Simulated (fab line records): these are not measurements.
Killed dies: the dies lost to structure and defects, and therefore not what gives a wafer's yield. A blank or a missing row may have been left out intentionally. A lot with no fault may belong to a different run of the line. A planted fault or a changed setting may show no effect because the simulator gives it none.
fab line records -- flow nand-harc -- part 1 of 2: steps 1 to 31 of 39
record lots=5, wafers=15, last-day=33
route steps=1302 shown A_BONDPAD@1229 HYBRID_BOND@1237 THIN_TSV@1244
lots that met no fault: taken from a fault-free run of the same line
start-h: hours from the record's first day to the start of the lot's first wafer shown -- wait-h: how many hours have passed since the lot's step before this one -- " identical to the entry in the row above -- L1.1+2: a single row standing in for several wafers -- - no value, or no start was given -- * or withheld: withheld -- < > ~ a bound
route shown NAME@n: a module of which the file shows steps, and the number in the route of the first -- usual: the fault-free wafers' mean and standard deviation -- same: alike in all rows -- chamber/n: place in a boat -- sites: per-site readings -- _std_site: their standard deviation -- _edge_site: outer sites' mean less inner sites' -- radius-mm: for every site, how far away it sits from the centre of the wafer -- mask NAME#n: copy n -- behind: the last tool/chamber to shape the wafer -- hold: the reason the lot was held/the length of the hold in hours/how it ended -- device: whichever transistor did not switch (one of n, p or np) -- end of line: tests run on the same wafers once the route is complete -- step lacking rows: just its recipe -- killed: not the wafer's yield, but the dies lost to structure and defects at the first sort -- map: shows each die of a wafer: x if killed, . if not, _ if none is there
set.NAME: the setting the step ran with; set.NAME@STEP: the setting that earlier step ran with -- model.NAME: the simulator's own value behind a step, which no gauge read
lots seen at some steps along the route; tables by step, rows by wafer
services: when a tool's chamber went out of use (start-h, in hours from the record's first day, below 0 if earlier), for how many hours, and the reason
## steps
# step NHARC_A_BONDPAD_ECD_18
# recipe target-thk-a=4000, bath-temp-c=25, material=Cu
lot.wafer,tool,chamber,start-h,wait-h
L078.2+4+6,ecd-cu-01,"1,0,1",564.32,-
L082.2+3+5,ecd-cu-02,"0,1,1",607.09,-
L080.2+4+6,ecd-cu-02,1,609.73,-
L091.2+1+5,ecd-cu-01,"1,0,1",705.28,-
L096.3+4+5,ecd-cu-01,"1,0,1",751.00,-
# step NHARC_A_BONDPAD_ANNEAL_28
# recipe temp-c=225, time-s=90
# usual wafer_temp_C_max=226.1/0.31
lot.wafer,tool,chamber,start-h,wait-h,wafer_temp_C_max
L078.2,rtp-anneal-02,0,564.75,0.4,225.7
L078.4,rtp-anneal-02,0,564.75,0.4,225.9
L078.6,rtp-anneal-02,0,564.75,0.4,225.7
L082.2,rtp-anneal-01,0,607.63,-,226.3
L082.3,rtp-anneal-01,0,607.63,-,225.9
L082.5,rtp-anneal-01,0,607.63,-,226.5
L080.2,rtp-anneal-01,0,610.16,-,227.1
L080.4,rtp-anneal-01,0,610.16,-,226.5
L080.6,rtp-anneal-01,0,610.16,-,226.4
L091.1,rtp-anneal-02,0,705.66,-,225.6
L091.2,rtp-anneal-02,0,705.66,-,225.5
L091.5,rtp-anneal-02,0,705.66,-,225.7
L096.3,rtp-anneal-01,0,751.38,0.3,226.2
L096.4,rtp-anneal-01,0,751.38,0.3,226.2
L096.5,rtp-anneal-01,0,751.38,0.3,226.5
# step NHARC_A_BONDPAD_CMP_19
# recipe t-overpolish-s=30, cu-recess-touch-s=16, target-thk-nm=169.82
# usual motor-current-A=11.6/1, overpolish-run-s=29.998/0.0086
lot.wafer,tool,chamber,start-h,wait-h,motor-current-A,overpolish-run-s
L078.2,cmp-03,0,565.11,-,12.1,30.004
L078.4,cmp-03,1,565.11,-,11.1,30.000
L078.6,cmp-03,3,565.11,-,12.9,29.990
L082.3,cmp-01,2,607.93,-,11.5,30.009
L082.2,cmp-01,1,607.93,-,11.1,29.998
L082.5,cmp-01,2,607.93,-,10.9,30.014
L080.4,cmp-02,2,610.48,-,12.0,29.983
L080.2,cmp-02,3,610.48,-,13.7,29.995
L080.6,cmp-02,1,610.48,-,11.2,29.989
L091.2,cmp-02,3,706.04,-,13.4,30.011
L091.1,cmp-02,1,706.04,-,11.3,29.992
L091.5,cmp-02,2,706.04,-,11.8,29.979
L096.3,cmp-01,0,751.61,-,11.1,30.010
L096.4,cmp-01,3,751.61,-,10.4,30.002
L096.5,cmp-01,1,751.61,-,11.0,30.006
# step NHARC_A_BONDPAD_THK_MEAS_20
# recipe thk-meas-gauge=xrf
# usual thk-nm=169.8/1.6
lot.wafer,tool,chamber,start-h,wait-h,thk-nm
L078.2,film-metro-02,-,565.38,-,168.0
L078.4,film-metro-02,-,565.38,-,171.4
L078.6,film-metro-02,-,565.38,-,170.9
L082.2,film-metro-01,-,608.25,-,167.6
L082.3,film-metro-01,-,608.25,-,170.8
L082.5,film-metro-01,-,608.25,-,167.7
L080.2,film-metro-01,-,610.77,-,167.2
L080.4,film-metro-01,-,610.77,-,169.0
L080.6,film-metro-01,-,610.77,-,170.9
L091.1,film-metro-02,-,706.34,-,171.3
L091.2,film-metro-02,-,706.34,-,169.6
L091.5,film-metro-02,-,706.34,-,168.8
L096.3,film-metro-02,-,751.94,-,171.2
L096.4,film-metro-02,-,751.94,-,170.7
L096.5,film-metro-02,-,751.94,-,172.9
# step NHARC_A_BONDPAD_SRD_21
# recipe time-s=30, temp-c=23, dry-time-s=20, spin-rpm=1500
lot.wafer,tool,chamber,start-h,wait-h
L078.2+6+4,wet-bench-08,"7,0,1",565.43,0.0
L082.3+2+5,wet-bench-10,"1,2,3",608.30,0.0
L080.2+4+6,wet-bench-08,"7,0,1",610.82,0.0
L091.2+1+5,wet-bench-10,"0,3,4",706.38,0.0
L096.3+5+4,wet-bench-08,"1,4,6",751.98,0.0
# step NHARC_A_BONDPAD_INSPECT_23
# usual raw-defect-count=554/120
lot.wafer,tool,chamber,start-h,wait-h,raw-defect-count
L078.2,defect-inspect-01,-,565.58,0.0,494
L078.4,defect-inspect-01,-,565.58,0.0,463
L078.6,defect-inspect-01,-,565.58,0.0,438
L082.2,defect-inspect-01,-,608.47,0.0,704
L082.3,defect-inspect-01,-,608.47,0.0,600
L082.5,defect-inspect-01,-,608.47,0.0,590
L080.2,defect-inspect-02,-,611.00,0.0,558
L080.4,defect-inspect-02,-,611.00,0.0,526
L080.6,defect-inspect-02,-,611.00,0.0,588
L091.1,defect-inspect-01,-,706.56,0.0,569
L091.2,defect-inspect-01,-,706.56,0.0,382
L091.5,defect-inspect-01,-,706.56,0.0,443
L096.3,defect-inspect-01,-,752.14,0.0,398
L096.4,defect-inspect-01,-,752.14,0.0,395
L096.5,defect-inspect-01,-,752.14,0.0,523
# step NHARC_HYBRID_BOND_ACTIVATE_00
# recipe time-s=60, n2-flow-sccm=200, ar-flow-sccm=0, bias-power-w=0, chemistry=N2
# usual drypump-motor-current-A=5.7/0.42, n2-flow-sccm=199.8/0.66, oes-product-au=1.002/0.012, rf-vpp-V=64.2/0.98, showerhead-plenum-p-Torr=1.79/0.091
lot.wafer,tool,chamber,start-h,wait-h,drypump-motor-current-A,n2-flow-sccm,oes-product-au,rf-hours-counter-h,rf-vpp-V,showerhead-plenum-p-Torr
L078.4,rie-diel-12,0,565.64,0.1,5.9,199.8,0.989,38,64.4,1.89
L078.2,rie-diel-12,3,565.64,0.1,5.8,199.0,1.015,33,63.8,1.91
L078.6,rie-diel-12,1,565.64,0.1,5.8,199.0,0.988,-,65.7,1.81
L082.3,rie-diel-04,3,608.54,0.1,5.2,199.2,1.007,6,63.4,1.86
L082.2,rie-diel-04,1,608.54,0.1,6.4,200.2,0.997,4,66.2,1.86
L082.5,rie-diel-04,3,608.54,0.1,5.2,199.8,1.012,-,63.8,1.86
L080.2,rie-diel-12,2,611.06,0.1,6.2,200.3,1.006,56,64.5,1.67
L080.4,rie-diel-12,0,611.06,0.1,5.9,200.6,0.987,50,64.3,1.88
L080.6,rie-diel-12,2,611.06,0.1,6.2,200.9,1.014,-,64.6,1.67
L091.2,rie-diel-01,3,706.62,0.1,5.8,200.0,1.012,39,65.2,1.87
L091.1,rie-diel-01,1,706.62,0.1,6.4,200.6,1.000,43,62.2,1.64
L091.5,rie-diel-01,3,706.62,0.1,5.8,199.7,1.007,-,63.6,1.87
L096.3,rie-diel-04,3,752.20,0.1,5.2,200.4,0.987,2,65.7,1.85
L096.4,rie-diel-04,2,752.20,0.1,5.2,200.3,1.010,2,63.7,1.68
L096.5,rie-diel-04,3,752.20,0.1,5.2,200.4,0.991,-,65.8,1.85
# step NHARC_HYBRID_BOND_PRECLEAN_01
# recipe time-s=300, temp-c=23, chemistry=DIW
lot.wafer,tool,chamber,start-h,wait-h
L078.4+2+6,wet-bench-10,"5,6,0",565.81,0.2
L082.5+3+2,wet-bench-10,"4,5,0",608.68,0.1
L080.2+6+4,wet-bench-10,"6,0,1",611.24,0.2
L091.5+1+2,wet-bench-10,"0,2,3",706.78,0.1
L096.4+3+5,wet-bench-10,"2,3,6",752.36,0.1
# step NHARC_HYBRID_BOND_SRD_02
# recipe time-s=30, temp-c=23, dry-time-s=20, spin-rpm=1500
lot.wafer,tool,chamber,start-h,wait-h
L078.4+2+6,wet-bench-10,"5,6,0",-,-
L082.5+3+2,wet-bench-10,"4,5,0",-,-
L080.2+6+4,wet-bench-10,"6,0,1",-,-
L091.5+1+2,wet-bench-10,"0,2,3",-,-
L096.4+3+5,wet-bench-10,"2,3,6",-,-
# step NHARC_HYBRID_BOND_BOND_03
# recipe temp-c=25
lot.wafer,tool,chamber,start-h,wait-h
L078.2+4+6,wafer-bonder-01,0,566.20,-
L082.2+3+5,wafer-bonder-01,0,609.08,-
L080.2+4+6,wafer-bonder-01,0,611.61,-
L091.1+2+5,wafer-bonder-01,0,707.03,-
L096.3+4+5,wafer-bonder-01,0,752.91,-
# step NHARC_HYBRID_BOND_ANNEAL_04
# recipe temp-c=300, time-s=7200, ramp-up-c-per-min=5, ramp-down-c-per-min=3, idle-temp-c=100, pressure-atm=1
# usual tube-center-temp-C=299.99/0.027, tube_center_temp_C_max=300.77/0.13
lot.wafer,tool,chamber,start-h,wait-h,tube-center-temp-C,tube_center_temp_C_max
L078.2,furnace-08,0,570.13,3.8,299.95,300.65
L078.4,furnace-08,0,570.13,3.8,299.97,300.79
L078.6,furnace-08,0,570.13,3.8,299.96,300.68
L082.2,furnace-02,0,610.91,1.7,299.99,301.00
L082.3,furnace-02,0,610.91,1.7,300,301.10
L082.5,furnace-02,0,610.91,1.7,300.06,300.83
L080.2,furnace-01,0,616.98,5.2,300.02,300.66
L080.4,furnace-01,0,616.98,5.2,299.96,300.85
L080.6,furnace-01,0,616.98,5.2,300,300.57
L091.1,furnace-02,0,711.31,4.1,299.96,300.64
L091.2,furnace-02,0,711.31,4.1,299.99,300.71
L091.5,furnace-02,0,711.31,4.1,300.01,301.08
L096.3,furnace-02,0,756.42,3.4,300.04,300.98
L096.4,furnace-02,0,756.42,3.4,300,300.63
L096.5,furnace-02,0,756.42,3.4,299.96,300.59
# step NHARC_HYBRID_BOND_OVL_MEAS_05
# usual overlay-x-nm=-2/33, overlay-y-nm=3/35
lot.wafer,tool,chamber,start-h,wait-h,overlay-x-nm,overlay-y-nm
L078.2,overlay-02,-,574.79,0.4,-17,22
L078.4,overlay-02,-,574.79,0.4,-1,71
L078.6,overlay-02,-,574.79,0.4,6,-22
L082.2,overlay-02,-,615.61,0.4,45,19
L082.3,overlay-02,-,615.61,0.4,-3,7
L082.5,overlay-02,-,615.61,0.4,-63,9
L080.2,overlay-01,-,621.77,0.4,22,-4
L080.4,overlay-01,-,621.77,0.4,45,23
L080.6,overlay-01,-,621.77,0.4,-1,77
L091.1,overlay-02,-,715.93,0.4,-38,-31
L091.2,overlay-02,-,715.93,0.4,4,19
L091.5,overlay-02,-,715.93,0.4,64,-26
L096.3,overlay-02,-,761.12,0.4,-26,15
L096.4,overlay-02,-,761.12,0.4,34,-32
L096.5,overlay-02,-,761.12,0.4,9,8
# step NHARC_HYBRID_BOND_INSPECT_06
# recipe inspect-instrument=ir-void
# usual raw-defect-count=87/40
lot.wafer,tool,chamber,start-h,wait-h,raw-defect-count
L078.2,defect-inspect-01,-,574.85,0.1,130
L078.4,defect-inspect-01,-,574.85,0.1,131
L078.6,defect-inspect-01,-,574.85,0.1,110
L082.2,defect-inspect-02,-,615.66,0.1,164
L082.3,defect-inspect-02,-,615.66,0.1,174
L082.5,defect-inspect-02,-,615.66,0.1,157
L080.2,defect-inspect-01,-,621.82,0.1,100
L080.4,defect-inspect-01,-,621.82,0.1,81
L080.6,defect-inspect-01,-,621.82,0.1,78
L091.1,defect-inspect-02,-,715.98,0.0,86
L091.2,defect-inspect-02,-,715.98,0.0,86
L091.5,defect-inspect-02,-,715.98,0.0,66
L096.3,defect-inspect-01,-,761.19,0.1,14
L096.4,defect-inspect-01,-,761.19,0.1,18
L096.5,defect-inspect-01,-,761.19,0.1,26
# step NHARC_THIN_TSV_GRIND_00
# recipe target-thk-um=6
# usual head-pressure-psi=4.001/0.0077, motor-current-A=12.001/0.025
lot.wafer,tool,chamber,start-h,wait-h,head-pressure-psi,motor-current-A
L078.2,grinder-01,0,575.19,0.3,3.989,12.034
L078.4,grinder-01,0,575.19,0.3,3.998,11.980
L078.6,grinder-01,0,575.19,0.3,4.005,12.005
L082.2,grinder-01,0,616.02,0.3,3.991,12.030
L082.3,grinder-01,0,616.02,0.3,3.995,12.031
L082.5,grinder-01,0,616.02,0.3,3.997,11.979
L080.2,grinder-01,0,622.17,0.3,4.010,12.046
L080.4,grinder-01,0,622.17,0.3,4.005,11.966
L080.6,grinder-01,0,622.17,0.3,3.999,11.965
L091.1,grinder-01,0,716.13,0.1,3.992,12.023
L091.2,grinder-01,0,716.13,0.1,3.984,12.033
L091.5,grinder-01,0,716.13,0.1,4.000,12.002
L096.3,grinder-01,0,764.42,3.2,4.005,11.961
L096.4,grinder-01,0,764.42,3.2,4.002,11.976
L096.5,grinder-01,0,764.42,3.2,3.996,12.015
# step NHARC_THIN_TSV_CMP_01
# recipe target-thk-um=3
# usual motor-current-A=11.7/1
lot.wafer,tool,chamber,start-h,wait-h,motor-current-A
L078.4,cmp-04,3,576.24,0.4,13.9
L078.2,cmp-04,0,576.24,0.4,12.7
L078.6,cmp-04,2,576.24,0.4,10.9
L082.3,cmp-04,0,617.06,0.6,12.3
L082.2,cmp-04,2,617.06,0.6,11.1
L082.5,cmp-04,1,617.06,0.6,11.5
L080.4,cmp-04,0,623.20,0.4,12.4
L080.2,cmp-04,2,623.20,0.4,11.4
L080.6,cmp-04,1,623.20,0.4,10.7
L091.2,cmp-03,2,717.36,0.8,11.0
L091.1,cmp-03,1,717.36,0.8,11.2
L091.5,cmp-03,2,717.36,0.8,11.8
L096.3,cmp-01,1,765.29,0.7,10.7
L096.4,cmp-01,2,765.29,0.7,11.6
L096.5,cmp-01,2,765.29,0.7,11.1
# step NHARC_THIN_TSV_THK_MEAS_02
# recipe thk-meas-gauge=ir
# usual thk-nm=3050/190
lot.wafer,tool,chamber,start-h,wait-h,thk-nm
L078.2,film-metro-02,-,576.48,-,3008
L078.4,film-metro-02,-,576.48,-,3105
L078.6,film-metro-02,-,576.48,-,3143
L082.2,film-metro-02,-,617.33,-,3163
L082.3,film-metro-02,-,617.33,-,3220
L082.5,film-metro-02,-,617.33,-,3273
L080.2,film-metro-01,-,623.46,-,3076
L080.4,film-metro-01,-,623.46,-,3064
L080.6,film-metro-01,-,623.46,-,2873
L091.1,film-metro-02,-,717.63,0.2,2844
L091.2,film-metro-02,-,717.63,0.2,2890
L091.5,film-metro-02,-,717.63,0.2,2952
L096.3,film-metro-01,-,765.56,-,3016
L096.4,film-metro-01,-,765.56,-,2980
L096.5,film-metro-01,-,765.56,-,3299
# step NHARC_THIN_TSV_SRD_03
lot.wafer,tool,chamber,start-h,wait-h
L078.2+4+6,wet-bench-10,"6,7,1",576.52,0.0
L082.2+3+5,wet-bench-10,"5,7,1",617.37,0.0
L080.2+4+6,wet-bench-10,"3,4,6",623.51,0.0
L091.1+5+2,wet-bench-10,"5,6,0",717.67,0.0
L096.5+4+3,wet-bench-08,"6,0,2",765.60,0.0
# step NHARC_THIN_TSV_PRECLEAN_41
# recipe time-s=*, temp-c=50, bath-age-min=0, chemistry=SC1
# usual h2o2-flow-mL-min=56.62/0.17
lot.wafer,tool,chamber,start-h,wait-h,h2o2-flow-mL-min
L078.2,wet-bench-10,6,576.55,0.0,56.71
L078.4,wet-bench-10,7,576.55,0.0,56.80
L078.6,wet-bench-10,1,576.55,0.0,56.44
L082.2,wet-bench-10,5,617.39,0.0,56.59
L082.3,wet-bench-10,7,617.39,0.0,56.60
L082.5,wet-bench-10,1,617.39,0.0,56.22
L080.2,wet-bench-10,3,623.53,0.0,56.61
L080.4,wet-bench-10,4,623.53,0.0,56.55
L080.6,wet-bench-10,6,623.53,0.0,56.70
L091.1,wet-bench-10,5,717.69,0.0,56.62
L091.5,wet-bench-10,6,717.69,0.0,56.76
L091.2,wet-bench-10,0,717.69,0.0,56.69
L096.5,wet-bench-08,6,765.62,0.0,56.67
L096.4,wet-bench-08,0,765.62,0.0,56.67
L096.3,wet-bench-08,2,765.62,0.0,56.80
# step NHARC_THIN_TSV_SRD_42
lot.wafer,tool,chamber,start-h,wait-h
L078.2+4+6,wet-bench-10,"6,7,1",-,-
L082.2+3+5,wet-bench-10,"5,7,1",-,-
L080.2+4+6,wet-bench-10,"3,4,6",-,-
L091.1+5+2,wet-bench-10,"5,6,0",-,-
L096.5+4+3,wet-bench-08,"6,0,2",-,-
# step NHARC_THIN_TSV_DEP_43
# recipe target-thk-a=13285, temp-c=withheld, pressure-torr=6.5, rf-w=900, teos-flow-sccm=161.4, flow-sccm=2650, target-thk-nm=1328.5, gas=O2, material=SiO2
# usual flow-sccm=2649/8.4, throttle-valve-pct=16.1/0.4
lot.wafer,tool,chamber,start-h,wait-h,flow-sccm,throttle-valve-pct
L078.2,pecvd-01,0,576.79,-,2658,16.0
L078.6,pecvd-01,2,576.79,-,2660,15.8
L078.4,pecvd-01,0,576.79,-,2649,16.0
L082.2,pecvd-03,0,617.55,-,2636,15.7
L082.3,pecvd-03,2,617.55,-,2653,15.5
L082.5,pecvd-03,2,617.55,-,2648,15.3
L080.2,pecvd-01,0,623.73,-,2654,16.3
L080.6,pecvd-01,2,623.73,-,2650,15.9
L080.4,pecvd-01,1,623.73,-,2638,16.1
L091.2,pecvd-03,0,717.89,-,2657,15.8
L091.1,pecvd-03,1,717.89,-,2655,16.3
L091.5,pecvd-03,2,717.89,-,2649,15.7
L096.3,pecvd-03,0,766.11,-,2657,15.3
L096.4,pecvd-03,0,766.11,-,2652,15.5
L096.5,pecvd-03,1,766.11,-,2657,15.9
# step NHARC_THIN_TSV_DEHYDRATE_04
# recipe temp-c=150, time-s=120
lot.wafer,tool,chamber,start-h,wait-h
L078.2+4+6,litho-track-05,0,577.11,-
L082.2+3+5,litho-track-05,0,617.95,-
L080.2+4+6,litho-track-02,0,624.09,-
L091.1+2+5,litho-track-05,0,718.25,-
L096.3+4+5,litho-track-02,0,766.47,-
# step NHARC_THIN_TSV_HMDS_05
# recipe time-s=30
lot.wafer,tool,chamber,start-h,wait-h
L078.2+4+6,litho-track-05,0,-,-
L082.2+3+5,litho-track-05,0,-,-
L080.2+4+6,litho-track-02,0,-,-
L091.1+2+5,litho-track-05,0,-,-
L096.3+4+5,litho-track-02,0,-,-
# step NHARC_THIN_TSV_COAT_06
# recipe spin-rpm=*
lot.wafer,tool,chamber,start-h,wait-h
L078.2+4+6,litho-track-05,0,-,-
L082.2+3+5,litho-track-05,0,-,-
L080.2+4+6,litho-track-02,0,-,-
L091.1+2+5,litho-track-05,0,-,-
L096.3+4+5,litho-track-02,0,-,-
# step NHARC_THIN_TSV_SOFTBAKE_07
# recipe temp-c=122, time-s=95
lot.wafer,tool,chamber,start-h,wait-h
L078.2+4+6,litho-track-05,0,-,-
L082.2+3+5,litho-track-05,0,-,-
L080.2+4+6,litho-track-02,0,-,-
L091.1+2+5,litho-track-05,0,-,-
L096.3+4+5,litho-track-02,0,-,-
# step NHARC_THIN_TSV_EBR_08
lot.wafer,tool,chamber,start-h,wait-h
L078.2+4+6,litho-track-05,0,-,-
L082.2+3+5,litho-track-05,0,-,-
L080.2+4+6,litho-track-02,0,-,-
L091.1+2+5,litho-track-05,0,-,-
L096.3+4+5,litho-track-02,0,-,-
# step NHARC_THIN_TSV_EXPOSE_09
# recipe na=0.55, dose-mj=30.7, mask-id=TSV
# usual exposure-dose-mJ-cm2=30.69/0.033
lot.wafer,tool,chamber,start-h,wait-h,mask,exposure-dose-mJ-cm2
L078.2,krf-scanner-01,0,577.38,-,TSV#0,30.72
L078.4,krf-scanner-01,0,577.38,-,TSV#0,30.69
L078.6,krf-scanner-01,0,577.38,-,TSV#0,30.68
L082.2,krf-scanner-01,0,618.10,-,TSV#0,30.71
L082.3,krf-scanner-01,0,618.10,-,TSV#0,30.70
L082.5,krf-scanner-01,0,618.10,-,TSV#0,30.78
L080.2,krf-scanner-01,0,624.36,-,TSV#0,30.68
L080.4,krf-scanner-01,0,624.36,-,TSV#0,30.68
L080.6,krf-scanner-01,0,624.36,-,TSV#0,30.65
L091.1,krf-scanner-04,0,718.52,-,TSV#0,30.72
L091.2,krf-scanner-04,0,718.52,-,TSV#0,30.74
L091.5,krf-scanner-04,0,718.52,-,TSV#0,30.72
L096.3,krf-scanner-02,0,766.63,-,TSV#0,30.73
L096.4,krf-scanner-02,0,766.63,-,TSV#0,30.68
L096.5,krf-scanner-02,0,766.63,-,TSV#0,30.71
# step NHARC_THIN_TSV_PEB_10
# recipe peb-temp-c=118, peb-time-s=85
lot.wafer,tool,chamber,start-h,wait-h
L078.2+4+6,litho-track-07,0,577.45,0.1
L082.2+3+5,litho-track-07,0,618.16,0.1
L080.2+4+6,litho-track-02,0,624.43,0.1
L091.1+2+5,litho-track-05,0,718.58,0.1
L096.3+4+5,litho-track-02,0,766.68,0.1
# step NHARC_THIN_TSV_DEVELOP_11
# recipe time-s=70
lot.wafer,tool,chamber,start-h,wait-h
L078.2+4+6,litho-track-07,0,-,-
L082.2+3+5,litho-track-07,0,-,-
L080.2+4+6,litho-track-02,0,-,-
L091.1+2+5,litho-track-05,0,-,-
L096.3+4+5,litho-track-02,0,-,-
# step NHARC_THIN_TSV_CD_MEAS_12
# recipe target-cd-nm=1000, landing-energy-ev=500
# usual cd-nm=1000.0/1.8
lot.wafer,tool,chamber,start-h,wait-h,cd-nm
L078.2,cd-sem-03,0,577.54,-,997.9
L078.4,cd-sem-03,0,577.54,-,999.9
L078.6,cd-sem-03,0,577.54,-,998.4
L082.2,cd-sem-03,0,618.25,-,1000.0
L082.3,cd-sem-03,0,618.25,-,1000.8
L082.5,cd-sem-03,0,618.25,-,996.9
L080.2,cd-sem-01,0,624.52,-,1000.5
L080.4,cd-sem-01,0,624.52,-,998.4
L080.6,cd-sem-01,0,624.52,-,1001.3
L091.1,cd-sem-02,0,718.67,-,997.2
L091.2,cd-sem-02,0,718.67,-,998.6
L091.5,cd-sem-02,0,718.67,-,997.6
L096.3,cd-sem-02,0,766.77,-,999.8
L096.4,cd-sem-02,0,766.77,-,1003.0
L096.5,cd-sem-02,0,766.77,-,999.8
# step NHARC_THIN_TSV_HARDBAKE_13
# recipe temp-c=125, time-s=80
lot.wafer,tool,chamber,start-h,wait-h
L078.2+4+6,litho-track-05,0,577.62,-
L082.2+3+5,litho-track-07,0,618.33,-
L080.2+4+6,litho-track-05,0,624.60,-
L091.1+2+5,litho-track-02,0,718.75,-
L096.3+4+5,litho-track-05,0,766.85,-
# step NHARC_THIN_TSV_DESCUM_14
# recipe time-s=3, o2-flow-sccm=200, ar-flow-sccm=0, bias-power-w=0, chemistry=O2
# usual drypump-motor-current-A=5.8/0.55, oes-product-au=1.001/0.0098, rf-vpp-V=57.8/0.88, showerhead-plenum-p-Torr=1.93/0.069, throttle-valve-pct=11.310/0.009
lot.wafer,tool,chamber,start-h,wait-h,drypump-motor-current-A,oes-product-au,rf-hours-counter-h,rf-vpp-V,showerhead-plenum-p-Torr,throttle-valve-pct
L078.4,rie-diel-10,2,577.70,-,5.2,1.007,9,57.5,1.99,11.315
L078.2,rie-diel-10,3,577.70,-,5.1,0.985,9,56.5,1.78,11.304
L078.6,rie-diel-10,2,577.70,-,5.2,1.001,-,58.3,1.99,11.310
L082.3,rie-diel-10,2,618.41,-,5.2,1.015,0,58.5,1.99,11.318
L082.2,rie-diel-10,3,618.41,-,5.1,1.003,0,56.5,1.78,11.320
L082.5,rie-diel-10,2,618.41,-,5.2,1.011,-,58.5,1.99,11.311
L080.2,rie-diel-11,3,624.68,-,6.4,1.006,1,56.1,1.86,11.295
L080.4,rie-diel-11,1,624.68,-,6.8,1.009,0,60.1,1.99,11.321
L080.6,rie-diel-11,2,624.68,-,6.5,1.005,-,56.9,1.98,11.317
L091.2,rie-diel-11,1,718.83,-,6.8,1.008,5,58.5,1.98,11.312
L091.1,rie-diel-11,3,718.83,-,6.4,0.999,6,56.9,1.86,11.309
L091.5,rie-diel-11,2,718.83,-,6.5,1.000,-,57.4,1.98,11.311
L096.3,rie-diel-09,3,766.94,-,6.2,0.999,5,58.4,1.90,11.301
L096.4,rie-diel-09,0,766.94,-,5.6,1.006,4,58.7,1.99,11.320
L096.5,rie-diel-09,2,766.94,-,5.9,0.998,-,58.2,2.01,11.310
